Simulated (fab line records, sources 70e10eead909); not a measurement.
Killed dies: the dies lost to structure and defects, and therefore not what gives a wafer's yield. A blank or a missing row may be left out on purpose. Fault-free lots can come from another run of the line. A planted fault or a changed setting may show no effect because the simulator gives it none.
Chamber matching + flow nand-harc + NHARC_P_M2_STRIP_18 on rie-diel-03: 4 sister chambers
The step strips in N2/H2. 14 wafers are shown with their chamber, then 7 later ones without.

## WAFERS PAIRED WITH THEIR CHAMBERS
| wafer  | chamber | drypump-motor-current-A (A) | rf-vpp-V (V) | oes-product-au (a.u.) |
|--------|---------|-----------------------------|--------------|-----------------------|
| L400.3 | 0       | 4.8                         | 88.7         | 1.002                 |
| L400.4 | 2       | 6.2                         | 92.6         | 1.007                 |
| L400.6 | 3       | 5.8                         | 91.0         | 0.990                 |
| L406.2 | 3       | 5.7                         | 89.1         | 0.992                 |
| L406.3 | 0       | 4.7                         | 89.6         | 1.011                 |
| L406.4 | 1       | 6.0                         | 92.9         | 0.994                 |
| L409.1 | 0       | 4.7                         | 90.1         | 1.005                 |
| L409.4 | 2       | 6.2                         | 92.4         | 1.012                 |
| L409.6 | 0       | 4.8                         | 90.1         | 1.005                 |
| L410.2 | 3       | 5.8                         | 90.9         | 0.982                 |
| L410.3 | 0       | 4.7                         | 89.5         | 1.005                 |
| L410.5 | 2       | 6.3                         | 91.9         | 1.004                 |
| L421.3 | 3       | 5.8                         | 89.7         | 1.009                 |
| L421.5 | 0       | 4.7                         | 89.8         | 1.017                 |

SIGNATURES (means of the wafers above)
| reading                 | chamber 0 | chamber 1 | chamber 2 | chamber 3 | scatter within a chamber |
|-------------------------|-----------|-----------|-----------|-----------|--------------------------|
| drypump-motor-current-A | 4.733     | 6.000     | 6.233     | 5.775     | 0.0524                   |
| rf-vpp-V                | 89.633    | 92.900    | 92.300    | 90.175    | 0.648                    |
| oes-product-au          | 1.00750   | 0.99400   | 1.00767   | 0.99325   | 0.00756                  |
Rule: for a wafer and a chamber, the distance is found by dividing, reading by reading, the gap between the wafer's reading and the chamber's mean by the reading's scatter, squaring, summing and taking the root. The wafer belongs to the nearest chamber; if the next one is less than 2 further off, it can't be placed. The scatter: the root of (the sum of the squares of (reading less its chamber's mean) over the shown wafers, divided by (wafers less chambers)).

## WAFERS WITH NO CHAMBER GIVEN
| wafer  | drypump-motor-current-A (A) | rf-vpp-V (V) | oes-product-au (a.u.) |
|--------|-----------------------------|--------------|-----------------------|
| L421.6 | 5.8                         | 91.9         | 1.008                 |
| L422.1 | 4.7                         | 91.3         | 1.013                 |
| L422.2 | 5.7                         | 90.6         | 1.020                 |
| L422.4 | 6.0                         | 89.4         | 1.006                 |
| L423.2 | 6.0                         | 92.6         | 1.000                 |
| L423.3 | 5.8                         | 90.0         | 1.019                 |
| L423.4 | 4.7                         | 90.1         | 1.010                 |

## CHAMBER TAKEN BY EACH
| wafer  | from the rows above          | in truth |
|--------|------------------------------|----------|
| L421.6 | can't be placed: 3 or 1      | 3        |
| L422.1 | 0                            | 0        |
| L422.2 | 3                            | 3        |
| L422.4 | can't be placed: 3 or 1 or 2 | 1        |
| L423.2 | 1                            | 1        |
| L423.3 | 3                            | 3        |
| L423.4 | 0                            | 0        |
Correctly placed: 5 of 7. These rows do not allow placing 2 (true chamber among the candidates in 2). Wrongly placed: 0.
